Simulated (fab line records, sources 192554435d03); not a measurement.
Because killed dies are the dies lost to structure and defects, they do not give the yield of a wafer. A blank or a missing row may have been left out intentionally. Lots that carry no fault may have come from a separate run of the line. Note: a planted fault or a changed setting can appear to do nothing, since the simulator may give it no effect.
Matching of chambers	flow n5_finfet	rie_diel-05 running N5_BEOL_M5_ETCH_68: 4 sister chambers
The step etches SOC in N2/H2, target depth 80 nm, overetch 16 nm, time 120 s. 4 wafers are shown with their chamber, then 9 later ones without.

== WAFERS, EACH WITH ITS CHAMBER ==
wafer	chamber	drypump_motor_current_A (A)
L082.6	2	5.3
L088.2	3	6.1
L090.3	0	6.1
L090.4	1	6.3

== WAFERS WITH NO CHAMBER GIVEN ==
wafer	drypump_motor_current_A (A)
L092.1	6.1
L092.2	5.3
L092.5	5.4
L095.1	6.1
L095.4	5.4
L095.5	5.3
L096.1	5.3
L096.2	6.1
L096.6	5.3

== EACH ONE'S CHAMBER ==
wafer	from the rows above	in truth
L092.1	can't be placed: 0 or 3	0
L092.2	2	2
L092.5	2	2
L095.1	can't be placed: 0 or 3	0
L095.4	2	2
L095.5	2	2
L096.1	2	2
L096.2	can't be placed: 0 or 3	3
L096.6	2	2
6 of 9 placed correctly. These rows do not allow placing 3 (true chamber among the candidates in 3). Number placed wrongly: 0.
How it was worked out, from the rows above alone: a wafer's distance from a chamber is the root of the sum, over the readings, of the square of ((its reading less the chamber's mean) divided by the reading's scatter). If the next closest chamber is less than 2 further off than the closest, the wafer can't be placed; otherwise it belongs to the closest. For every chamber, the mean is computed from those of its wafers that are shown. The scatter (one wafer shown for each chamber): square how far every hidden wafer sits from the nearest shown wafer, average those squares and take the square root.
